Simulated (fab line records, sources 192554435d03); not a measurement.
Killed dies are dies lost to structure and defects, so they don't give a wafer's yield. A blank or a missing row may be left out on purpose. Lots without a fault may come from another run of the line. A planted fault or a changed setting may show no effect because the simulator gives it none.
fab line records | flow n5_finfet
record lots=5 wafers=15 last_day=18
route steps=1938 shown SD_EPI_N@285 SD_EPI_P@295 BEOL_M4@1111 PASSIVATION@1936
lots that met no fault: from a run of the same line without faults
start_h: hours from the record's first day to the start of the lot's first wafer shown | wait_h: hours since the lot's step before | " the same as in the row above | L1.1+2: a row that stands for several wafers | - no value, or no start given | * or withheld: withheld | < > ~ a bound
route shown NAME@n: a module of which the file shows steps, and the number in the route of the first | usual: mean/standard deviation of fault-free wafers | same: alike in all rows | chamber/n: place in a boat | sites: the reading at each site | _std_site: their standard deviation | _edge_site: outer sites' mean less inner sites' | radius_mm: how far each site lies from the wafer's centre | mask NAME#n: copy n | behind: the tool/chamber that last shaped the wafer | hold: why the lot was held/for how many hours/how that ended | device: the transistor (n, p or np) that didn't switch | end of line: the same wafers' tests at the end of the route | a step without rows: its recipe alone | killed: dies lost to structure and defects at the first sort, not the wafer's yield | map: a wafer's dies, x killed, . not, _ none there
set.NAME: the setting as run; set.NAME@STEP: as run at that earlier step | model.NAME: the simulator's own value behind a step, which no gauge read
lots at some steps of the route; a table a step, a row a wafer
services: from which hour (start_h, from the record's first day; less than 0 if before it) a tool's chamber was out of use, for how many hours, and why
## steps
# step N5_SD_EPI_N_SRD_20
# recipe dry=ipa_marangoni do_ppb=5 time_s=30 temp_c=23 rinse_liquid=diw
# step N5_SD_EPI_N_PRECLEAN_48
# recipe chemistry=NF3:NH3 afs_cycles=2 temp_c=30 time_s=20 sublimation_temp_c=180 sublimation_time_s=60 pressure_torr=3 rf_power_w=30
# step N5_SD_EPI_N_VAPOR_ETCH_50
# recipe chemistry=HCl target=Si temp_c=775 time_s=54 pressure_torr=20 mode=isotropic
# step N5_SD_EPI_N_EPI_21
# recipe material=Si:P dopant=P temp_c=680 pressure_torr=255 time_s=690
# step N5_SD_EPI_N_PRECLEAN_24
# recipe chemistry=O3/DIW time_s=60 temp_c=22 o3_ppm=10
# step N5_SD_EPI_N_SRD_25
# recipe time_s=30 temp_c=23 rinse_liquid=diw dry=ipa_marangoni
# step N5_SD_EPI_N_PRECLEAN_49
# recipe chemistry=NF3:NH3 afs_cycles=1 temp_c=30 time_s=20 sublimation_temp_c=180 sublimation_time_s=60 pressure_torr=3 rf_power_w=30
# step N5_SD_EPI_N_LINER_46
# recipe material=SiNx target_thk_a=30 temp_c=400 ald_precursor_family=SiH2I2 ald_co_reactant=N2/H2-plasma pressure_torr=2
# step N5_SD_EPI_P_COAT_34
# recipe resist=SOC temp_c=250 time_s=60 spin_rpm=1500 resist_thk_nm=350
# step N5_SD_EPI_P_COAT_35
# recipe resist=SiARC temp_c=220 time_s=60 spin_rpm=1500 resist_thk_nm=35
# step N5_SD_EPI_P_COAT_03
# recipe resist=CAR-ArF-block spin_rpm=1500 resist_thk_nm=150
# usual spin_speed_rpm=1500.0/0.92
# columns lot.wafer tool chamber start_h wait_h spin_speed_rpm model.CAR-ArF-block_of_SD_EPI_P_COAT_03.thk_nm
L958.4 litho_track-05 0 124.74 - 1499.8 149.8
L958.5 " 0 " " 1499.4 149.4
L958.6 " 0 " " 1500.1 149.4
L964.1 litho_track-05 0 161.23 - 1209.0 167
L964.3 " 0 " " 1207.0 167.2
L964.6 " 0 " " 1208.2 166.4
L965.1 litho_track-05 0 171.14 - 1208.6 167.8
L965.3 " 0 " " 1208.2 167.6
L965.5 " 0 " " 1208.6 167.8
L966.1 litho_track-05 0 180.29 - 1208.5 167
L966.2 " 0 " " 1208.8 167.4
L966.3 " 0 " " 1209.0 167.2
L969.2 litho_track-02 0 191.82 - 1500.3 150.2
L969.4 " 0 " " 1501.0 150.2
L969.5 " 0 " " 1501.0 150.4
# step N5_SD_EPI_P_EBR_05
# recipe solvent=PGMEA ebr_width_mm=1.5
# step N5_SD_EPI_P_SOFTBAKE_04
# recipe temp_c=110 time_s=60 resist=CAR-ArF-block
# step N5_SD_EPI_P_EXPOSE_06
# recipe mask_id=SD_P_BLK na=1.35 source_shape=conventional sigma_outer=0.8 polarization=unpolarized target_cd_nm=240 dose_mj=39.5
# step N5_SD_EPI_P_PEB_07
# recipe peb_temp_c=110 peb_time_s=60 resist=CAR-ArF-block
# step N5_SD_EPI_P_DEVELOP_08
# recipe develop_time_s=30 developer=TMAH resist=CAR-ArF-block dev_temp_c=23 rinse_liquid=diw dry=air_spin
# step N5_SD_EPI_P_DESCUM_14
# recipe chemistry=O2 time_s=7.9 source_power_w=50 bias_power_w=20 pressure_mtorr=20 rf_frequency_hz=2.712e+07 temp_c=40 resist=CAR-ArF-block o2_flow_sccm=225
# step N5_SD_EPI_P_ETCH_36
# recipe chemistry=CF4 target=SiARC target_depth_a=455 mask_material=CAR-ArF-block time_s=75.8 ion_energy_ev=80 pressure_mtorr=40 source_w=545 bias_w=36 Ar_flow_sccm=100 cf4_flow_sccm=100 ends=cleared
# usual drypump_motor_current_A=5.4/0.39 etch_rf_on_time_s=76.5/1.8 oes_product_au=0.65/0.058 rf_vpp_V=184.3/1.1 showerhead_plenum_p_Torr=2.17/0.067 throttle_valve_pct=15.75/0.19
# columns lot.wafer tool chamber start_h wait_h drypump_motor_current_A etch_rf_on_time_s oes_product_au rf_hours_counter_h rf_vpp_V showerhead_plenum_p_Torr throttle_valve_pct model.CAR-ArF-block_of_SD_EPI_P_COAT_03.thk_nm
L958.4 rie_diel-05 1 125.22 0.0 6.2 76.8 0.71 66 183.8 2.17 15.62 110.6
L958.5 " 0 " " 5.0 77.5 0.58 - 185.7 2.20 16.13 110.4
L958.6 " 1 " " 6.2 76.9 0.70 - 184.0 2.17 15.61 110.2
L964.1 rie_diel-05 1 161.74 0.0 6.2 74.8 0.71 77 186.0 2.16 15.63 128.2
L964.3 " 3 " " 5.4 76.0 0.64 167 183.7 2.07 15.69 128.4
L964.6 " 1 " " 6.2 75.1 0.70 - 183.9 2.16 15.64 127.6
L965.1 rie_diel-05 0 171.63 0.0 4.9 76.0 0.57 247 183.2 2.19 16.16 128.8
L965.3 " 1 " " 6.2 75.5 0.69 79 184.6 2.16 15.65 128.6
L965.5 " 1 " " 6.2 75.0 0.70 - 185.5 2.16 15.66 128.8
L966.1 rie_diel-04 0 180.81 0.0 5.5 76.8 0.63 190 185.7 2.23 15.53 127.8
L966.2 " 2 " " 5.0 75.1 0.80 7 184.7 2.20 15.64 128.2
L966.3 " 1 " " 5.0 81.0 0.62 146 185.3 2.24 15.72 128.2
L969.2 rie_diel-04 1 192.30 0.0 5.0 81.5 0.62 150 184.8 2.24 15.72 111.2
L969.4 " 0 " " 5.5 77.0 0.62 194 184.6 2.23 15.54 111
L969.5 " 0 " " 5.5 76.7 0.63 - 184.9 2.23 15.55 111.2
# step N5_SD_EPI_P_ETCH_37
# recipe chemistry=N2/H2 target=SOC overetch_a=1080 mask_material=SiARC temp_c=40 ion_energy_ev=100 source_w=3000 bias_w=133 pressure_mtorr=20 time_s=486 n2_flow_sccm=200 h2_flow_sccm=200 ends=end_point
# step N5_BEOL_M4_RC_MEAS_101
# usual DIBL_N=36.1/1.6 DIBL_P=35.7/1.8 IOFF_N=0.159/0.027 IOFF_P=0.21/0.03 ION_N=673/10 ION_P=462/7.4 SS_N=71.4/0.56 SS_P=73.2/0.61 VT_N=249.7/3 VT_P=-250/3.1
# columns lot.wafer tool chamber start_h wait_h DIBL_N[mV/V] DIBL_P[mV/V] IOFF_N[nA/um] IOFF_P[nA/um] ION_N[uA/um] ION_P[uA/um] SS_N[mV/dec] SS_P[mV/dec] VT_N[mV] VT_P[mV]
L958.4 prober-01 0 237.87 0.5 37.7 37.7 0.182 0.25 672 459 71.7 74.1 249.3 -246
L958.5 " 0 " " 34.0 31.8 0.114 0.16 661 456 71.4 72.5 254.6 -254
L958.6 " 0 " " 39.2 39.0 0.219 0.27 674 466 71.7 74.4 243.8 -246
L964.1 prober-01 0 281.32 0.0 35.3 34.4 0.133 0.17 677 463 70.7 72.0 250.3 -254
L964.3 " 0 " " 36.7 36.0 0.154 0.20 680 469 70.9 73.2 247.0 -250
L964.6 " 0 " " 34.5 34.2 0.123 0.17 675 465 70.3 72.5 249.6 -252
L965.1 prober-02 0 282.78 0.0 37.0 35.5 0.168 0.20 664 462 72.1 72.5 246.6 -250
L965.3 " 0 " " 36.5 34.4 0.148 0.19 673 459 71.2 73.0 252.9 -251
L965.5 " 0 " " 35.6 32.1 0.128 0.16 649 445 72.3 72.1 256.6 -255
L966.1 prober-01 0 304.67 0.0 34.5 34.4 0.130 0.18 676 463 70.3 73.3 251.6 -252
L966.2 " 0 " " 36.7 37.2 0.165 0.21 676 458 71.2 72.8 249.1 -252
L966.3 " 0 " " 34.7 34.5 0.119 0.17 648 443 71.1 72.5 251.2 -254
L969.2 prober-02 0 329.06 0.2 39.1 38.5 0.197 0.30 681 470 71.4 74.1 245.4 -243
L969.4 " 0 " " 35.9 34.2 0.139 0.20 671 468 70.7 73.6 249.0 -250
L969.5 " 0 " " 38.1 36.9 0.179 0.26 678 473 71.4 73.8 247.1 -244
# step N5_PASSIVATION_PROBE_49
# usual defect_limited_yield=91.0/1.3 killed_at_M0_to_M3=33/10 killed_at_M4_up=14/5.6 killed_at_contacts=12/5.8 killed_at_front_end=43/11 killed_at_other=4.1/2.8 killed_dies=106/15 killed_open=70/12 killed_short=34/7.5 sort_bin_5_function=5.3/0.88 sort_bin_6_memory=3.3/0.64 sort_bin_8_speed=0.00/0.016 sort_n_pass=1074/15 sort_yield_pct=91.0/1.3
# same gross_dies=1180 killed_at_back_side=0 sort_bin_4_leakage[%]=0
# columns lot.wafer tool chamber start_h wait_h defect_limited_yield[%] killed_at_M0_to_M3 killed_at_M4_up killed_at_contacts killed_at_front_end killed_at_other killed_dies killed_open killed_short sort_bin_5_function[%] sort_bin_6_memory[%] sort_bin_8_speed[%] sort_n_pass sort_yield_pct[%]
L958.4 prober-01 - 340.87 0.2 91.8 28 22 10 37 0 97 63 32 3.6 4.4 0 1083 91.8
L958.5 prober-01 - 340.92 0.2 91.9 38 11 7 38 2 96 57 38 4.5 3.3 0 1084 91.9
L958.6 prober-01 - 340.97 0.3 91.3 41 23 5 29 5 103 73 28 4.7 3.9 0 1077 91.3
L965.1 prober-02 - 380.16 0.0 92.4 22 14 24 28 2 90 59 30 4.7 2.8 0 1090 92.4
L965.3 prober-02 - 380.26 0.1 90.9 39 13 22 28 5 107 78 28 5.3 3.4 0 1073 90.9
L965.5 prober-02 - 380.36 0.2 90.5 46 4 20 38 4 112 73 38 5.8 3.6 0 1068 90.5
L964.1 prober-01 - 381.00 0.0 89.2 40 12 23 49 4 128 79 47 6.1 4.4 0 1052 89.2
L964.3 prober-01 - 381.10 0.1 92.1 29 13 4 43 4 93 55 38 4.3 3.2 0 1087 92.1
L964.6 prober-01 - 381.25 0.3 88.9 67 6 18 38 2 131 95 36 7.7 3.3 0 1049 88.9
L966.1 prober-02 - 407.17 0.0 90.9 40 18 12 36 1 107 76 26 5.2 3.3 0 1073 90.9
L966.2 prober-02 - 407.22 0.1 89.7 47 11 13 50 0 121 86 35 6.4 3.7 0 1059 89.7
L966.3 prober-02 - 407.27 0.1 90.1 25 20 18 51 3 117 82 35 5.8 3.7 0.08 1062 90.0
L969.2 prober-01 - 426.54 0.1 89.4 26 29 10 57 3 125 87 37 6.6 3.8 0 1055 89.4
L969.4 prober-01 - 426.64 0.2 89.4 29 13 22 56 5 125 75 44 6.8 3.0 0 1055 89.4
L969.5 prober-01 - 426.69 0.2 91.1 32 14 12 44 3 105 73 26 5.3 3.2 0 1075 91.1
# killed by level:class
L958.4 FIN_SAQP:geometric_particle:short=8 MOL_CONTACT_COAG:geometric_particle:open=8 BEOL_M5:geometric_particle:open=8 BEOL_M0_SAQP:geometric_particle:open=7 FIN_SAQP:geometric_particle:open=6 BEOL_M3:geometric_particle:open=6 BEOL_M0_SAQP:geometric_particle:short=6 DUMMY_GATE:geometric_particle:open=4
L958.5 FIN_SAQP:geometric_particle:short=12 BEOL_M0_SAQP:geometric_particle:open=11 BEOL_M0_SAQP:geometric_particle:short=10 FIN_SAQP:geometric_particle:open=9 STI_FIN_REVEAL:geometric_particle:open=9 BEOL_M1:geometric_particle:open=7 MOL_CONTACT_COAG:geometric_particle:open=5 BEOL_M3:geometric_particle:open=4
L958.6 BEOL_M0_SAQP:geometric_particle:open=10 BEOL_M4:geometric_particle:open=10 BEOL_M0_SAQP:geometric_particle:short=8 BEOL_M1:geometric_particle:open=8 BEOL_M3:geometric_particle:open=6 DUMMY_GATE:geometric_particle:open=5 BEOL_M2:geometric_particle:open=5 STARTING-WAFER:geometric_particle:short=5
L965.1 MOL_CONTACT_COAG:geometric_particle:open=18 STI_FIN_REVEAL:geometric_particle:open=8 BEOL_M3:geometric_particle:open=7 BEOL_M0_SAQP:geometric_particle:open=6 FIN_SAQP:geometric_particle:short=5 MOL_CONTACT_COAG:geometric_particle:short=5 BEOL_M5:geometric_particle:open=4 STI_FIN_REVEAL:geometric_particle:short=3
L965.3 MOL_CONTACT_COAG:geometric_particle:open=19 BEOL_M0_SAQP:geometric_particle:open=11 BEOL_M3:geometric_particle:open=8 STI_FIN_REVEAL:geometric_particle:open=7 BEOL_M1:geometric_particle:short=6 BEOL_M5:geometric_particle:open=6 BEOL_M0_SAQP:geometric_particle:short=4 FIN_SAQP:geometric_particle:open=3
L965.5 MOL_CONTACT_COAG:geometric_particle:open=15 BEOL_M3:geometric_particle:open=10 BEOL_M0_SAQP:geometric_particle:short=8 BEOL_M1:geometric_particle:open=7 FIN_SAQP:geometric_particle:open=6 STI_FIN_REVEAL:geometric_particle:open=6 MOL_CONTACT_COAG:geometric_particle:short=5 BEOL_M0_SAQP:geometric_particle:open=5
L964.1 FIN_SAQP:geometric_particle:short=15 MOL_CONTACT_COAG:geometric_particle:open=15 FIN_SAQP:geometric_particle:open=8 MOL_CONTACT_COAG:geometric_particle:short=8 BEOL_M2:geometric_particle:open=8 BEOL_M3:geometric_particle:open=8 DUMMY_GATE:geometric_particle:open=6 BEOL_M0_SAQP:geometric_particle:short=6
L964.3 FIN_SAQP:geometric_particle:short=16 FIN_SAQP:geometric_particle:open=13 BEOL_M3:geometric_particle:open=11 STI_FIN_REVEAL:geometric_particle:open=6 BEOL_M0_SAQP:geometric_particle:open=4 BEOL_M11:geometric_particle:open=3 BEOL_M2:geometric_particle:open=3 BEOL_M4:geometric_particle:open=3
L964.6 BEOL_M3:geometric_particle:open=21 MOL_CONTACT_COAG:geometric_particle:open=15 FIN_SAQP:geometric_particle:short=11 BEOL_M2:geometric_particle:open=11 BEOL_M0:geometric_particle:open=10 BEOL_M1:geometric_particle:open=9 FIN_SAQP:geometric_particle:open=8 BEOL_M0_SAQP:geometric_particle:open=6
L966.1 BEOL_M1:geometric_particle:open=12 MOL_CONTACT_COAG:geometric_particle:open=11 BEOL_M4:geometric_particle:open=10 STI_FIN_REVEAL:geometric_particle:open=8 FIN_SAQP:geometric_particle:short=6 BEOL_M0_SAQP:geometric_particle:open=6 BEOL_M3:geometric_particle:open=6 BEOL_M5:geometric_particle:open=6
L966.2 FIN_SAQP:geometric_particle:open=16 BEOL_M0_SAQP:geometric_particle:short=14 BEOL_M0_SAQP:geometric_particle:open=13 FIN_SAQP:geometric_particle:short=10 MOL_CONTACT_COAG:geometric_particle:open=10 STI_FIN_REVEAL:geometric_particle:open=9 BEOL_M2:geometric_particle:open=8 BEOL_M3:geometric_particle:open=8
L966.3 MOL_CONTACT_COAG:geometric_particle:open=16 STI_FIN_REVEAL:geometric_particle:open=10 BEOL_M0_SAQP:geometric_particle:open=10 DUMMY_GATE:geometric_particle:open=9 BEOL_M4:geometric_particle:open=9 BEOL_M5:geometric_particle:open=6 FIN_SAQP:geometric_particle:short=5 DUMMY_GATE:geometric_particle:short=4
L969.2 FIN_SAQP:geometric_particle:open=20 BEOL_M4:geometric_particle:open=12 STI_FIN_REVEAL:geometric_particle:open=11 FIN_SAQP:geometric_particle:short=10 BEOL_M3:geometric_particle:open=9 MOL_CONTACT_COAG:geometric_particle:open=6 DUMMY_GATE:geometric_particle:open=5 BEOL_M1:geometric_particle:open=5
L969.4 FIN_SAQP:geometric_particle:open=17 MOL_CONTACT_COAG:geometric_particle:open=17 FIN_SAQP:geometric_particle:short=12 STI_FIN_REVEAL:geometric_particle:open=8 BEOL_M0_SAQP:geometric_particle:short=6 BEOL_M3:geometric_particle:open=6 BEOL_M4:geometric_particle:open=6 MOL_CONTACT_COAG:geometric_particle:short=5
L969.5 STI_FIN_REVEAL:geometric_particle:open=21 MOL_CONTACT_COAG:geometric_particle:open=10 BEOL_M0_SAQP:geometric_particle:open=9 BEOL_M0_SAQP:geometric_particle:short=8 BEOL_M4:geometric_particle:open=8 FIN_SAQP:geometric_particle:open=7 BEOL_M1:geometric_particle:open=6 HKMG_FIN:area_etch=4
## services
# columns tool chamber start_h hours kind
rie_diel-05 2 128.71 1.6 repair
rie_diel-04 2 130.35 - clean
rie_diel-04 2 130.35 - consumable_replace:focus_ring
rie_diel-04 2 130.35 22.3 scheduled_down
rie_diel-04 2 130.35 22.3 vent_cycle
rie_diel-05 - 139.60 0.4 repair
litho_track-05 - 153.06 - consumable_replace:filter
rie_diel-05 0 181.45 - clean
rie_diel-05 0 181.45 - consumable_replace:focus_ring
rie_diel-05 0 181.45 24.0 scheduled_down
rie_diel-05 0 181.45 24.0 vent_cycle
## key
first_sign step=N5_SD_EPI_P_COAT_03 reading=spin_speed_rpm direction=down sigmas=99+ usual=* struck=*
effect none on later readings
model_effect step=N5_SD_EPI_P_COAT_03 value=CAR-ArF-block_of_SD_EPI_P_COAT_03.thk_nm without=150.1 struck=167.3
model_effect step=N5_SD_EPI_P_ETCH_36 value=CAR-ArF-block_of_SD_EPI_P_COAT_03.thk_nm without=111.1 struck=128.3
met_at N5_SD_EPI_P_COAT_03
struck_wafers L964.1,L964.3,L964.6,L965.1,L965.3,L965.5,L966.1,L966.2,L966.3
onset_between 124.74 161.23
fault kind=process_parameter_drift tool=litho_track-05 chamber=- onset_h=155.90 steps=N5_SD_EPI_P_COAT_03 channel=spin_rpm offset=* shape=step end_h=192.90 acts_in=* stated=*
